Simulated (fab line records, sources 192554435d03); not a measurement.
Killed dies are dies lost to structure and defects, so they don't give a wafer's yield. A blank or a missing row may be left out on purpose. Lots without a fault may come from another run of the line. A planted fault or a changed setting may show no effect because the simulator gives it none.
A struck lot beside a sound one | flow n5_finfet | 37 steps out of a route of 1938
Sound: wafers L318.2, L318.5, L318.6. Struck: wafers L314.1, L314.4, L314.5. The cause comes at the end.
At each step with rows: each side's tool, then ch and its chambers, then its first start. Under that, the readings that differ: sound wafers | struck wafers | difference of the means | sigmas: that difference in standard deviations of wafers without a fault.
alike: readings whose means differ by less than 2 such deviations, and words and numbers that are the same on both sides. not compared: withheld readings, readings that some wafer has no value for, bounds like >300 that may hide the same value, and numbers for which the record gives no deviation and whose values overlap.
The two part at a step that has a row with sigmas, a row that says differs or no value, or rows on one side only. Numbers that don't overlap but have no deviation are shown without sigmas and don't part them. A reading that every wafer of one side lacks parts them only if that side has two wafers or more.

first, 12 steps without rows for these wafers: N5_MOL_CONTACT_COAG_PRECLEAN_111 (cleans in NF3:NH3, afs cycles 1, time 20 s, sublimation time 60 s); N5_MOL_CONTACT_COAG_TI_SIL_19 (material Ti, target thk 4.2 nm, time 15 s); N5_MOL_CONTACT_COAG_ALD_20 (deposits TiN, target thk 1.5 nm, pulse time 1 s, purge time 3 s); N5_MOL_CONTACT_COAG_SIL_ANNEAL_21 (time 60 s); N5_MOL_CONTACT_COAG_PRE_CLEAN_141 (time 60 s); N5_MOL_CONTACT_COAG_SPUTTER_143 (material Co, target thk 2.5 nm); N5_MOL_CONTACT_COAG_CO_FILL_22 (material Co, precursor CCTBA/H2, target thk 20 nm); N5_MOL_CONTACT_COAG_ANNEAL_113 (time 300 s); N5_MOL_CONTACT_COAG_PRE_CLEAN_142 (time 60 s); N5_MOL_CONTACT_COAG_SPUTTER_130 (material Co, target thk 47.5 nm); N5_MOL_CONTACT_COAG_PRECLEAN_125 (cleans in DIW, time 57.5 s); N5_MOL_CONTACT_COAG_SRD_126 (dry time 32 s).
N5_MOL_CONTACT_COAG_CMP_23: polishes, stops on SiO2, t overpolish 1.5 s, target thk 0 nm.
  sound on cmp-03 ch 1,2, day 8 16:38; struck on cmp-04 ch 0,1,3, day 7 19:50
  alike: motor_current_A, overpolish_run_s, time_to_endpoint_s
then, 23 steps without rows for these wafers: N5_MOL_CONTACT_COAG_WET_ETCH_26 (target Co, target depth 13 nm); N5_MOL_CONTACT_COAG_WET_ETCH_116 (etches the open film in SC1-inhibited, target depth 4.6 nm, rinse time 30 s); N5_MOL_CONTACT_COAG_ALD_27 (deposits SiOC, target thk 17 nm, pulse time 1.5 s, time 2720 s); N5_MOL_CONTACT_COAG_CMP_28 (polishes, stops on SiNx, t overpolish 0.85 s, target thk 14.522 nm); N5_MOL_CONTACT_COAG_ALD_123 (deposits SiNx, target thk 5 nm, pulse time 1 s, purge time 2 s); N5_MOL_CONTACT_COAG_PECVD_31 (deposits SiO2 from TEOS/O2, target thk 46 nm, time 8.9 s); N5_MOL_CONTACT_COAG_COAT_75 (time 60 s, resist thk 60 nm); N5_MOL_CONTACT_COAG_COAT_76 (time 60 s, resist thk 10 nm); N5_MOL_CONTACT_COAG_COAT_77 (time 60 s, resist thk 10 nm); N5_MOL_CONTACT_COAG_COAT_78 (resist thk 40 nm); N5_MOL_CONTACT_COAG_EBR_80; N5_MOL_CONTACT_COAG_SOFTBAKE_79 (time 60 s); N5_MOL_CONTACT_COAG_EXPOSE_81 (exposes mask VG, defocus 0 nm); N5_MOL_CONTACT_COAG_PEB_82 (peb time 60 s); N5_MOL_CONTACT_COAG_DEVELOP_83 (develop time 30 s); N5_MOL_CONTACT_COAG_DESCUM_88 (chemistry O2, time 7 s); N5_MOL_CONTACT_COAG_ETCH_89 (etches underlayer in N2/H2, target depth 13 nm, time 10.4 s); N5_MOL_CONTACT_COAG_ETCH_90 (etches SiARC in CF4, target depth 13 nm, time 21.7 s); N5_MOL_CONTACT_COAG_ALD_131 (deposits SiO2, target thk 5 nm, pulse time 1 s, co reactant pulse time 1 s); N5_MOL_CONTACT_COAG_ETCHBACK_132 (etches SiO2 in CHF3, target depth 10 nm, time 6.7 s); N5_MOL_CONTACT_COAG_ETCH_91 (etches SOC in N2/H2, target depth 60 nm, overetch 21 nm, time 101.2 s); N5_MOL_CONTACT_COAG_STRIP_92 (strips in N2/H2); N5_MOL_CONTACT_COAG_STRIP_93 (strips in N2/H2).
-- the record jumps here: 7 days lie between the struck wafers' starts before and after (it left off in module MOL_CONTACT_COAG and takes up again in module PASSIVATION, whose first step shown is number 1936 of the route) --
N5_PASSIVATION_PROBE_49:
  the record has rows for the struck wafers here (prober-02, day 15 03:35) and none for the sound ones

WHERE THEY PART
Only at N5_PASSIVATION_PROBE_49, within this record.

WHY: what the simulator had put in
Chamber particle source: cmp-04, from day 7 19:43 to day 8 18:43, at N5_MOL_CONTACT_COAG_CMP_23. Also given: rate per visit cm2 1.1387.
